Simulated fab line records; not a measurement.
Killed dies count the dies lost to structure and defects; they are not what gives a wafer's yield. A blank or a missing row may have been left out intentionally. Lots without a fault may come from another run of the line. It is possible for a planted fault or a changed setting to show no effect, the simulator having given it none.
Chamber matching / flow n5-finfet / 3 sister chambers for N5_BEOL_M6_CURE_75 on uv-cure-01
The step cures SiCOH lowk, time 120 s. 6 wafers are shown with their chamber, then 9 later ones without.

WAFERS PAIRED WITH THEIR CHAMBERS
wafer=L084.5; chamber=1; wafer_temp_C_max=371.7; lamp-power-pct (%)=52.33
wafer=L084.6; chamber=1; wafer_temp_C_max=372.0; lamp-power-pct (%)=52.29
wafer=L090.4; chamber=0; wafer_temp_C_max=371.6; lamp-power-pct (%)=52.39
wafer=L090.6; chamber=0; wafer_temp_C_max=371.0; lamp-power-pct (%)=52.35
wafer=L089.5; chamber=2; wafer_temp_C_max=371.7; lamp-power-pct (%)=52.35
wafer=L089.6; chamber=2; wafer_temp_C_max=371.2; lamp-power-pct (%)=52.30

WAFERS WITHOUT THEIR CHAMBER
wafer=L094.1; wafer_temp_C_max=371.2; lamp-power-pct (%)=52.30
wafer=L094.2; wafer_temp_C_max=371.9; lamp-power-pct (%)=52.31
wafer=L094.4; wafer_temp_C_max=371.7; lamp-power-pct (%)=52.32
wafer=L094.3; wafer_temp_C_max=372.1; lamp-power-pct (%)=52.33
wafer=L094.5; wafer_temp_C_max=372.0; lamp-power-pct (%)=52.41
wafer=L094.6; wafer_temp_C_max=371.5; lamp-power-pct (%)=52.39
wafer=L093.1; wafer_temp_C_max=371.7; lamp-power-pct (%)=52.30
wafer=L093.2; wafer_temp_C_max=372.0; lamp-power-pct (%)=52.43
wafer=L093.4; wafer_temp_C_max=371.3; lamp-power-pct (%)=52.35

WHICH CHAMBER EACH WENT THROUGH
wafer=L094.1; from the rows above=can't be placed: 2 or 1 or 0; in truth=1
wafer=L094.2; from the rows above=can't be placed: 1 or 2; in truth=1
wafer=L094.4; from the rows above=can't be placed: 1 or 2 or 0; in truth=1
wafer=L094.3; from the rows above=can't be placed: 1 or 2 or 0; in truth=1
wafer=L094.5; from the rows above=can't be placed: 0 or 2 or 1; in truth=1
wafer=L094.6; from the rows above=can't be placed: 0 or 2 or 1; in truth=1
wafer=L093.1; from the rows above=can't be placed: 1 or 2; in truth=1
wafer=L093.2; from the rows above=can't be placed: 0 or 2 or 1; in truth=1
wafer=L093.4; from the rows above=can't be placed: 0 or 2 or 1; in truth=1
Correct placement for 0 of the 9. From these rows, 9 cannot be placed; in 9 the true chamber is one of the candidates. Placed wrongly: 0.
How it was worked out, from the rows above alone: a wafer's distance from a chamber is the root of the sum, over the readings, of the square of ((its reading less the chamber's mean) divided by the reading's scatter). The wafer belongs to the nearest chamber; if the next one is less than 2 further off, it can't be placed. For every chamber, the mean is computed from those of its wafers that are shown. How the scatter is found: for the shown wafers, subtract from each reading the mean of its chamber, square and add these, divide the total by (wafers less chambers), then take the root.
